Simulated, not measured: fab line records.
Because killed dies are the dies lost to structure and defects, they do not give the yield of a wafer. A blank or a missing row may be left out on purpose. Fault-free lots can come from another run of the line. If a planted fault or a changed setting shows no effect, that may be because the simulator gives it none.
Which tool was responsible? || flow nandHarc || 15 lots, 45 wafers sampled, at 6 steps of a route of 1302

== WHAT THE GAUGES SHOWED, per wafer ==
NHARC_P_STI_CD_MEAS_09: target cd 200 nm. Usual: 200 nm for cdNm, sd 3.6.
{"lot": "L238", "measured": "day 2 20:42", "on": "cdSem-01", "cdNm (nm)": "196 198 198", "flag": ""}
{"lot": "L240", "measured": "day 3 15:11", "on": "cdSem-02", "cdNm (nm)": "204 202 197", "flag": ""}
{"lot": "L241", "measured": "day 4 03:44", "on": "cdSem-01", "cdNm (nm)": "205 202 200", "flag": ""}
{"lot": "L243", "measured": "day 4 23:06", "on": "cdSem-01", "cdNm (nm)": "194 194 195", "flag": ""}
{"lot": "L244", "measured": "day 5 08:01", "on": "cdSem-01", "cdNm (nm)": "199 199 203", "flag": ""}
{"lot": "L245", "measured": "day 5 17:50", "on": "cdSem-01", "cdNm (nm)": "201 198 197", "flag": ""}
{"lot": "L246", "measured": "day 6 05:04", "on": "cdSem-02", "cdNm (nm)": "200 206 209", "flag": ""}
{"lot": "L247", "measured": "day 6 12:41", "on": "cdSem-02", "cdNm (nm)": "195 195 198", "flag": ""}
{"lot": "L250", "measured": "day 7 21:04", "on": "cdSem-03", "cdNm (nm)": "198 199 199", "flag": ""}
{"lot": "L251", "measured": "day 8 05:43", "on": "cdSem-03", "cdNm (nm)": "196 198 202", "flag": ""}
{"lot": "L256", "measured": "day 10 09:06", "on": "cdSem-02", "cdNm (nm)": "198 198 205", "flag": ""}
{"lot": "L257", "measured": "day 10 21:05", "on": "cdSem-01", "cdNm (nm)": "185 182 181 184 182 180", "flag": "OFF"}
{"lot": "L259", "measured": "day 11 13:40", "on": "cdSem-01", "cdNm (nm)": "179 179 186 179 179 186", "flag": "OFF"}
{"lot": "L260", "measured": "day 11 22:59", "on": "cdSem-02", "cdNm (nm)": "181 182 181 181 182 181", "flag": "OFF"}
{"lot": "L261", "measured": "day 12 09:31", "on": "cdSem-01", "cdNm (nm)": "196 205 204", "flag": ""}

NHARC_P_STI_OCD_MEAS_17. Usual: trenchDepthNm 300 nm, standard deviation 5.3; trenchFootCdNm 158 nm, standard deviation 3.6.
{"lot": "L238", "measured": "day 2 21:29", "on": "ocd-02", "trenchDepthNm (nm)": "295 297 304", "trenchFootCdNm (nm)": "155 157 156", "flag": ""}
{"lot": "L240", "measured": "day 3 15:58", "on": "ocd-02", "trenchDepthNm (nm)": "305 307 292", "trenchFootCdNm (nm)": "161 160 157", "flag": ""}
{"lot": "L241", "measured": "day 4 04:32", "on": "ocd-01", "trenchDepthNm (nm)": "300 291 301", "trenchFootCdNm (nm)": "162 161 157", "flag": ""}
{"lot": "L243", "measured": "day 4 23:53", "on": "ocd-02", "trenchDepthNm (nm)": "297 298 305", "trenchFootCdNm (nm)": "153 152 153", "flag": ""}
{"lot": "L244", "measured": "day 5 08:48", "on": "ocd-02", "trenchDepthNm (nm)": "295 301 299", "trenchFootCdNm (nm)": "157 157 161", "flag": ""}
{"lot": "L245", "measured": "day 5 18:39", "on": "ocd-01", "trenchDepthNm (nm)": "290 297 302", "trenchFootCdNm (nm)": "161 157 155", "flag": ""}
{"lot": "L246", "measured": "day 6 05:50", "on": "ocd-02", "trenchDepthNm (nm)": "290 302 300", "trenchFootCdNm (nm)": "159 163 167", "flag": ""}
{"lot": "L247", "measured": "day 6 13:28", "on": "ocd-01", "trenchDepthNm (nm)": "302 307 300", "trenchFootCdNm (nm)": "153 152 156", "flag": ""}
{"lot": "L250", "measured": "day 7 21:51", "on": "ocd-02", "trenchDepthNm (nm)": "308 294 298", "trenchFootCdNm (nm)": "155 158 157", "flag": ""}
{"lot": "L251", "measured": "day 8 06:31", "on": "ocd-01", "trenchDepthNm (nm)": "303 292 303", "trenchFootCdNm (nm)": "153 158 159", "flag": ""}
{"lot": "L256", "measured": "day 10 09:53", "on": "ocd-02", "trenchDepthNm (nm)": "297 294 297", "trenchFootCdNm (nm)": "156 157 164", "flag": ""}
{"lot": "L257", "measured": "day 11 06:02", "on": "ocd-02", "trenchDepthNm (nm)": "302 302 301 303 301 301", "trenchFootCdNm (nm)": "142 140 138 142 140 138", "flag": "OFF"}
{"lot": "L259", "measured": "day 11 20:51", "on": "ocd-01", "trenchDepthNm (nm)": "300 303 309 300 303 310", "trenchFootCdNm (nm)": "137 136 143 137 137 143", "flag": "OFF"}
{"lot": "L260", "measured": "day 12 05:35", "on": "ocd-02", "trenchDepthNm (nm)": "293 300 295 293 301 295", "trenchFootCdNm (nm)": "140 140 140 140 140 140", "flag": "OFF"}
{"lot": "L261", "measured": "day 12 10:20", "on": "ocd-01", "trenchDepthNm (nm)": "292 300 300", "trenchFootCdNm (nm)": "155 163 162", "flag": ""}

NHARC_P_GATE_CD_MEAS_11: target cd 1640 nm. Usual: 1640.5 nm for cdNm, sd 2.
{"lot": "L238", "measured": "day 4 06:40", "on": "cdSem-01", "cdNm (nm)": "1643.0 1641.1 1641.6", "flag": ""}
{"lot": "L240", "measured": "day 5 06:22", "on": "cdSem-03", "cdNm (nm)": "1639.3 1642.4 1640.0", "flag": ""}
{"lot": "L241", "measured": "day 5 15:55", "on": "cdSem-02", "cdNm (nm)": "1638.6 1642.1 1640.0", "flag": ""}
{"lot": "L243", "measured": "day 6 15:18", "on": "cdSem-01", "cdNm (nm)": "1640.6 1643.1 1638.8", "flag": ""}
{"lot": "L244", "measured": "day 6 15:16", "on": "cdSem-03", "cdNm (nm)": "1639.4 1643.3 1637.8", "flag": ""}
{"lot": "L245", "measured": "day 7 09:23", "on": "cdSem-02", "cdNm (nm)": "1644.5 1639.5 1641.1", "flag": ""}
{"lot": "L246", "measured": "day 7 21:25", "on": "cdSem-01", "cdNm (nm)": "1645.1 1640.6 1641.7", "flag": ""}
{"lot": "L247", "measured": "day 8 02:08", "on": "cdSem-03", "cdNm (nm)": "1642.2 1642.4 1642.8", "flag": ""}
{"lot": "L250", "measured": "day 9 09:58", "on": "cdSem-03", "cdNm (nm)": "1640.4 1639.9 1638.3", "flag": ""}
{"lot": "L251", "measured": "day 9 17:06", "on": "cdSem-02", "cdNm (nm)": "1638.3 1636.3 1640.3", "flag": ""}
{"lot": "L256", "measured": "day 11 21:37", "on": "cdSem-02", "cdNm (nm)": "1637.6 1640.2 1640.3", "flag": ""}
{"lot": "L257", "measured": "day 12 11:14", "on": "cdSem-03", "cdNm (nm)": "1639.2 1639.0 1640.2", "flag": ""}
{"lot": "L259", "measured": "day 13 00:01", "on": "cdSem-01", "cdNm (nm)": "1636.4 1639.5 1639.2", "flag": ""}
{"lot": "L260", "measured": "day 13 16:37", "on": "cdSem-03", "cdNm (nm)": "1641.3 1638.3 1641.5", "flag": ""}
{"lot": "L261", "measured": "day 13 22:40", "on": "cdSem-01", "cdNm (nm)": "1641.4 1640.2 1642.8", "flag": ""}

== TOOL THAT RAN EACH LOT (tool first, then ch and the chambers of the sampled wafers, then the start) ==
{"lot": "L238", "NHARC_P_ZERO_WELL_ETCH_62": "rieDiel-03 ch 0,1,2, day 2 02:55 or earlier", "NHARC_P_ZERO_WELL_RTA_42": "rtpAnneal-01 ch 0, day 2 02:55", "NHARC_P_STI_PEB_07": "lithoTrack-02 ch 0, day 2 20:37"}
{"lot": "L240", "NHARC_P_ZERO_WELL_ETCH_62": "rieDiel-03 ch 0,2,3, day 2 23:00 or earlier", "NHARC_P_ZERO_WELL_RTA_42": "rtpAnneal-01 ch 0, day 2 23:00", "NHARC_P_STI_PEB_07": "lithoTrack-07 ch 0, day 3 15:06"}
{"lot": "L241", "NHARC_P_ZERO_WELL_ETCH_62": "rieDiel-13 ch 0,1, day 3 08:53 or earlier", "NHARC_P_ZERO_WELL_RTA_42": "rtpAnneal-01 ch 0, day 3 08:53", "NHARC_P_STI_PEB_07": "lithoTrack-02 ch 0, day 4 03:40"}
{"lot": "L243", "NHARC_P_ZERO_WELL_ETCH_62": "rieDiel-03 ch 0,1, day 4 07:28 or earlier", "NHARC_P_ZERO_WELL_RTA_42": "rtpAnneal-02 ch 0, day 4 07:28", "NHARC_P_STI_PEB_07": "lithoTrack-05 ch 0, day 4 23:01"}
{"lot": "L244", "NHARC_P_ZERO_WELL_ETCH_62": "rieDiel-02 ch 0,2, day 4 15:02 or earlier", "NHARC_P_ZERO_WELL_RTA_42": "rtpAnneal-02 ch 0, day 4 15:02", "NHARC_P_STI_PEB_07": "lithoTrack-02 ch 0, day 5 07:56"}
{"lot": "L245", "NHARC_P_ZERO_WELL_ETCH_62": "rieDiel-03 ch 0,3, day 5 00:52 or earlier", "NHARC_P_ZERO_WELL_RTA_42": "rtpAnneal-01 ch 0, day 5 00:52", "NHARC_P_STI_PEB_07": "lithoTrack-02 ch 0, day 5 17:44"}
{"lot": "L246", "NHARC_P_ZERO_WELL_ETCH_62": "rieDiel-02 ch 0,2,3, day 5 10:55 or earlier", "NHARC_P_ZERO_WELL_RTA_42": "rtpAnneal-02 ch 0, day 5 10:55", "NHARC_P_STI_PEB_07": "lithoTrack-02 ch 0, day 6 04:59"}
{"lot": "L247", "NHARC_P_ZERO_WELL_ETCH_62": "rieDiel-03 ch 1,2, day 5 20:45 or earlier", "NHARC_P_ZERO_WELL_RTA_42": "rtpAnneal-02 ch 0, day 5 20:45", "NHARC_P_STI_PEB_07": "lithoTrack-05 ch 0, day 6 12:37"}
{"lot": "L250", "NHARC_P_ZERO_WELL_ETCH_62": "rieDiel-13 ch 0,1,2, day 7 02:46 or earlier", "NHARC_P_ZERO_WELL_RTA_42": "rtpAnneal-02 ch 0, day 7 02:46", "NHARC_P_STI_PEB_07": "lithoTrack-05 ch 0, day 7 20:59"}
{"lot": "L251", "NHARC_P_ZERO_WELL_ETCH_62": "rieDiel-02 ch 0,1,2, day 7 12:46 or earlier", "NHARC_P_ZERO_WELL_RTA_42": "rtpAnneal-01 ch 0, day 7 12:46", "NHARC_P_STI_PEB_07": "lithoTrack-07 ch 0, day 8 05:38"}
{"lot": "L256", "NHARC_P_ZERO_WELL_ETCH_62": "rieDiel-02 ch 0,2,3, day 9 14:54 or earlier", "NHARC_P_ZERO_WELL_RTA_42": "rtpAnneal-02 ch 0, day 9 14:54", "NHARC_P_STI_PEB_07": "lithoTrack-02 ch 0, day 10 09:01"}
{"lot": "L257", "NHARC_P_ZERO_WELL_ETCH_62": "rieDiel-03 ch 1,3, day 10 01:06 or earlier", "NHARC_P_ZERO_WELL_RTA_42": "rtpAnneal-02 ch 0, day 10 01:06", "NHARC_P_STI_PEB_07": "lithoTrack-02 ch 0, day 10 21:00"}
{"lot": "L259", "NHARC_P_ZERO_WELL_ETCH_62": "rieDiel-02 ch 0,1,2, day 10 21:03 or earlier", "NHARC_P_ZERO_WELL_RTA_42": "rtpAnneal-01 ch 0, day 10 21:03", "NHARC_P_STI_PEB_07": "lithoTrack-02 ch 0, day 11 13:35"}
{"lot": "L260", "NHARC_P_ZERO_WELL_ETCH_62": "rieDiel-03 ch 1,2,3, day 11 07:22 or earlier", "NHARC_P_ZERO_WELL_RTA_42": "rtpAnneal-02 ch 0, day 11 07:22", "NHARC_P_STI_PEB_07": "lithoTrack-02 ch 0, day 11 22:55"}
{"lot": "L261", "NHARC_P_ZERO_WELL_ETCH_62": "rieDiel-02 ch 0,2,3, day 11 16:46 or earlier", "NHARC_P_ZERO_WELL_RTA_42": "rtpAnneal-02 ch 0, day 11 16:46", "NHARC_P_STI_PEB_07": "lithoTrack-07 ch 0, day 12 09:26"}
- NHARC_P_ZERO_WELL_ETCH_62: etches the open film in CHF3/Ar, target depth 13 nm, time 6.5 s.
- NHARC_P_ZERO_WELL_RTA_42: time 300 s.
- NHARC_P_STI_PEB_07: peb time 80 s.

== AS READ BY THE TOOLS THEMSELVES (means over the sampled wafers that have a number; for cases with no such wafer, the mark the record gives instead) ==
NHARC_P_ZERO_WELL_ETCH_62. Usual: drypumpMotorCurrentA 5.84 A, standard deviation 0.27; mfcArSccm 200.0 sccm, standard deviation 0.58; oesProductAu 0.956 a.u., standard deviation 0.018; rfVppV 370.6 V, standard deviation 2.5; showerheadPlenumPTorr 2.35 Torr, standard deviation 0.11; throttleValvePct 20.216 %, standard deviation 0.0084.
{"lot": "L238", "tool": "rieDiel-03", "drypumpMotorCurrentA (A)": 6.02, "mfcArSccm (sccm)": 200.4, "oesProductAu (a.u.)": 0.960, "rfVppV (V)": 370.9, "showerheadPlenumPTorr (Torr)": 2.37, "throttleValvePct (%)": 20.219, "flag": ""}
{"lot": "L240", "tool": "rieDiel-03", "drypumpMotorCurrentA (A)": 5.95, "mfcArSccm (sccm)": 200.0, "oesProductAu (a.u.)": 0.934, "rfVppV (V)": 370.9, "showerheadPlenumPTorr (Torr)": 2.35, "throttleValvePct (%)": 20.218, "flag": ""}
{"lot": "L241", "tool": "rieDiel-13", "drypumpMotorCurrentA (A)": 5.45, "mfcArSccm (sccm)": 199.1, "oesProductAu (a.u.)": 0.963, "rfVppV (V)": 371.0, "showerheadPlenumPTorr (Torr)": 2.35, "throttleValvePct (%)": 20.214, "flag": ""}
{"lot": "L243", "tool": "rieDiel-03", "drypumpMotorCurrentA (A)": 5.96, "mfcArSccm (sccm)": 200.2, "oesProductAu (a.u.)": 0.959, "rfVppV (V)": 373.3, "showerheadPlenumPTorr (Torr)": 2.47, "throttleValvePct (%)": 20.216, "flag": ""}
{"lot": "L244", "tool": "rieDiel-02", "drypumpMotorCurrentA (A)": 5.59, "mfcArSccm (sccm)": 199.6, "oesProductAu (a.u.)": 0.948, "rfVppV (V)": 368.5, "showerheadPlenumPTorr (Torr)": 2.25, "throttleValvePct (%)": 20.216, "flag": ""}
{"lot": "L245", "tool": "rieDiel-03", "drypumpMotorCurrentA (A)": 5.82, "mfcArSccm (sccm)": 200.0, "oesProductAu (a.u.)": 0.937, "rfVppV (V)": 372.6, "showerheadPlenumPTorr (Torr)": 2.42, "throttleValvePct (%)": 20.226, "flag": ""}
{"lot": "L246", "tool": "rieDiel-02", "drypumpMotorCurrentA (A)": 5.62, "mfcArSccm (sccm)": 200.3, "oesProductAu (a.u.)": 0.944, "rfVppV (V)": 368.6, "showerheadPlenumPTorr (Torr)": 2.27, "throttleValvePct (%)": 20.220, "flag": ""}
{"lot": "L247", "tool": "rieDiel-03", "drypumpMotorCurrentA (A)": 6.04, "mfcArSccm (sccm)": 199.8, "oesProductAu (a.u.)": 0.953, "rfVppV (V)": 369.9, "showerheadPlenumPTorr (Torr)": 2.31, "throttleValvePct (%)": 20.215, "flag": ""}
{"lot": "L250", "tool": "rieDiel-13", "drypumpMotorCurrentA (A)": 5.75, "mfcArSccm (sccm)": 199.8, "oesProductAu (a.u.)": 0.943, "rfVppV (V)": 370.7, "showerheadPlenumPTorr (Torr)": 2.32, "throttleValvePct (%)": 20.207, "flag": ""}
{"lot": "L251", "tool": "rieDiel-02", "drypumpMotorCurrentA (A)": 5.78, "mfcArSccm (sccm)": 200.4, "oesProductAu (a.u.)": 0.962, "rfVppV (V)": 369.8, "showerheadPlenumPTorr (Torr)": 2.34, "throttleValvePct (%)": 20.210, "flag": ""}
{"lot": "L256", "tool": "rieDiel-02", "drypumpMotorCurrentA (A)": 5.62, "mfcArSccm (sccm)": 200.0, "oesProductAu (a.u.)": 0.968, "rfVppV (V)": 369.0, "showerheadPlenumPTorr (Torr)": 2.26, "throttleValvePct (%)": 20.213, "flag": ""}
{"lot": "L257", "tool": "rieDiel-03", "drypumpMotorCurrentA (A)": 5.83, "mfcArSccm (sccm)": 199.6, "oesProductAu (a.u.)": 0.980, "rfVppV (V)": 373.1, "showerheadPlenumPTorr (Torr)": 2.46, "throttleValvePct (%)": 20.220, "flag": ""}
{"lot": "L259", "tool": "rieDiel-02", "drypumpMotorCurrentA (A)": 5.75, "mfcArSccm (sccm)": 200.3, "oesProductAu (a.u.)": 0.963, "rfVppV (V)": 370.1, "showerheadPlenumPTorr (Torr)": 2.33, "throttleValvePct (%)": 20.211, "flag": ""}
{"lot": "L260", "tool": "rieDiel-03", "drypumpMotorCurrentA (A)": 5.93, "mfcArSccm (sccm)": 199.3, "oesProductAu (a.u.)": 0.969, "rfVppV (V)": 371.3, "showerheadPlenumPTorr (Torr)": 2.38, "throttleValvePct (%)": 20.216, "flag": ""}
{"lot": "L261", "tool": "rieDiel-02", "drypumpMotorCurrentA (A)": 5.62, "mfcArSccm (sccm)": 200.0, "oesProductAu (a.u.)": 0.946, "rfVppV (V)": 368.1, "showerheadPlenumPTorr (Torr)": 2.25, "throttleValvePct (%)": 20.214, "flag": ""}

NHARC_P_ZERO_WELL_RTA_42. Usual: annealTempCMax 1104.5, standard deviation 1.3; lampPowerPct 37 %, standard deviation 3.5; lamp_zone_5_pct 37 %, standard deviation 3.5; wafer_temp_C_max 1104.3, standard deviation 0.91.
{"lot": "L238", "tool": "rtpAnneal-01", "annealTempCMax": 1105.5, "lampPowerPct (%)": 42, "lamp_zone_5_pct (%)": 42, "wafer_temp_C_max": 1104.6, "flag": ""}
{"lot": "L240", "tool": "rtpAnneal-01", "annealTempCMax": 1105.9, "lampPowerPct (%)": 42, "lamp_zone_5_pct (%)": 42, "wafer_temp_C_max": 1105.1, "flag": ""}
{"lot": "L241", "tool": "rtpAnneal-01", "annealTempCMax": 1106.6, "lampPowerPct (%)": 42, "lamp_zone_5_pct (%)": 42, "wafer_temp_C_max": 1104.8, "flag": ""}
{"lot": "L243", "tool": "rtpAnneal-02", "annealTempCMax": 1103.7, "lampPowerPct (%)": 35, "lamp_zone_5_pct (%)": 35, "wafer_temp_C_max": 1104.2, "flag": ""}
{"lot": "L244", "tool": "rtpAnneal-02", "annealTempCMax": 1103.8, "lampPowerPct (%)": 35, "lamp_zone_5_pct (%)": 35, "wafer_temp_C_max": 1103.7, "flag": ""}
{"lot": "L245", "tool": "rtpAnneal-01", "annealTempCMax": 1106.1, "lampPowerPct (%)": 42, "lamp_zone_5_pct (%)": 42, "wafer_temp_C_max": 1103.9, "flag": ""}
{"lot": "L246", "tool": "rtpAnneal-02", "annealTempCMax": 1103.4, "lampPowerPct (%)": 35, "lamp_zone_5_pct (%)": 35, "wafer_temp_C_max": 1104.5, "flag": ""}
{"lot": "L247", "tool": "rtpAnneal-02", "annealTempCMax": 1104.0, "lampPowerPct (%)": 35, "lamp_zone_5_pct (%)": 35, "wafer_temp_C_max": 1104.1, "flag": ""}
{"lot": "L250", "tool": "rtpAnneal-02", "annealTempCMax": 1104.2, "lampPowerPct (%)": 35, "lamp_zone_5_pct (%)": 35, "wafer_temp_C_max": 1103.7, "flag": ""}
{"lot": "L251", "tool": "rtpAnneal-01", "annealTempCMax": 1107.1, "lampPowerPct (%)": 42, "lamp_zone_5_pct (%)": 42, "wafer_temp_C_max": 1104.9, "flag": ""}
{"lot": "L256", "tool": "rtpAnneal-02", "annealTempCMax": 1103.6, "lampPowerPct (%)": 35, "lamp_zone_5_pct (%)": 35, "wafer_temp_C_max": 1105.0, "flag": ""}
{"lot": "L257", "tool": "rtpAnneal-02", "annealTempCMax": 1103.9, "lampPowerPct (%)": 35, "lamp_zone_5_pct (%)": 35, "wafer_temp_C_max": 1104.8, "flag": ""}
{"lot": "L259", "tool": "rtpAnneal-01", "annealTempCMax": 1104.9, "lampPowerPct (%)": 42, "lamp_zone_5_pct (%)": 42, "wafer_temp_C_max": 1105.1, "flag": ""}
{"lot": "L260", "tool": "rtpAnneal-02", "annealTempCMax": 1103.9, "lampPowerPct (%)": 35, "lamp_zone_5_pct (%)": 35, "wafer_temp_C_max": 1104.6, "flag": ""}
{"lot": "L261", "tool": "rtpAnneal-02", "annealTempCMax": 1102.4, "lampPowerPct (%)": 35, "lamp_zone_5_pct (%)": 35, "wafer_temp_C_max": 1103.6, "flag": ""}

NHARC_P_STI_PEB_07. Usual: heaterPowerTotalW 189.7 W, standard deviation 0.77; plateTempC 127.98 C, standard deviation 0.14.
{"lot": "L238", "tool": "lithoTrack-02", "heaterPowerTotalW (W)": 190.1, "plateTempC (C)": 127.99, "flag": ""}
{"lot": "L240", "tool": "lithoTrack-07", "heaterPowerTotalW (W)": 189.5, "plateTempC (C)": 128.09, "flag": ""}
{"lot": "L241", "tool": "lithoTrack-02", "heaterPowerTotalW (W)": 189.4, "plateTempC (C)": 127.84, "flag": ""}
{"lot": "L243", "tool": "lithoTrack-05", "heaterPowerTotalW (W)": 189.3, "plateTempC (C)": 127.96, "flag": ""}
{"lot": "L244", "tool": "lithoTrack-02", "heaterPowerTotalW (W)": 189.2, "plateTempC (C)": 127.98, "flag": ""}
{"lot": "L245", "tool": "lithoTrack-02", "heaterPowerTotalW (W)": 189.9, "plateTempC (C)": 128.04, "flag": ""}
{"lot": "L246", "tool": "lithoTrack-02", "heaterPowerTotalW (W)": 188.6, "plateTempC (C)": 127.70, "flag": ""}
{"lot": "L247", "tool": "lithoTrack-05", "heaterPowerTotalW (W)": 189.6, "plateTempC (C)": 128.10, "flag": ""}
{"lot": "L250", "tool": "lithoTrack-05", "heaterPowerTotalW (W)": 189.6, "plateTempC (C)": 128.03, "flag": ""}
{"lot": "L251", "tool": "lithoTrack-07", "heaterPowerTotalW (W)": 190.1, "plateTempC (C)": 127.96, "flag": ""}
{"lot": "L256", "tool": "lithoTrack-02", "heaterPowerTotalW (W)": 189.6, "plateTempC (C)": 127.87, "flag": ""}
{"lot": "L257", "tool": "lithoTrack-02", "heaterPowerTotalW (W)": 184.8, "plateTempC (C)": 125.61, "flag": "OFF"}
{"lot": "L259", "tool": "lithoTrack-02", "heaterPowerTotalW (W)": 184.6, "plateTempC (C)": 125.56, "flag": "OFF"}
{"lot": "L260", "tool": "lithoTrack-02", "heaterPowerTotalW (W)": 185.9, "plateTempC (C)": 125.65, "flag": "OFF"}
{"lot": "L261", "tool": "lithoTrack-07", "heaterPowerTotalW (W)": 189.8, "plateTempC (C)": 127.97, "flag": ""}

== THE ANSWER, worked out from the rows above alone ==
Rule: a lot counts as off when the mean over its wafers that have a number is more than 3 standard deviations away from the usual mean. Also off: a lot with no number at a reading for which 4 or more lots have one. The other lots that the step has rows for count as sound. The gauges are gone through in route order, then the tools' own readings, and for those a lot's mean is taken as printed above. The first step at which some lot is off is used, and at that step the reading that is off furthest; a lot without a number counts as furthest.
Off: L257, L259, L260 (NHARC_P_STI_CD_MEAS_09, cdNm).
If a tool, at a process step before that reading, ran all the lots that are off and no sound lot after the first of them, it fits. The gauges at NHARC_P_STI_CD_MEAS_09 aren't tried: what is off there is off at NHARC_P_STI_OCD_MEAS_17 too, on other tools, and a gauge's error can't cause that. Because NHARC_P_ZERO_WELL_ETCH_62 lacks a start for some lots, the hours and order of its lots are taken from NHARC_P_ZERO_WELL_RTA_42. One fits: lithoTrack-02 at NHARC_P_STI_PEB_07. A fault onset in the window from L256 (day 10 09:01, its last sound lot) to L257 (day 10 21:00, its first lot off) fits.
The tool's own readings at NHARC_P_STI_PEB_07 bear it out: on the lots that are off they differ by more than 5 times the standard deviation of the sound lots' means. heaterPowerTotalW reads 185.1 W there against 189.6 W on the sound lots; plateTempC reads 125.61 C there against 127.96 C on the sound lots.

== WHAT THE SIMULATOR HAD PUT IN ==
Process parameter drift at NHARC_P_STI_PEB_07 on lithoTrack-02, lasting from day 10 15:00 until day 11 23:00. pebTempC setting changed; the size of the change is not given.
Lots struck among those shown: L257, L259, L260. The same result came from the rule above.
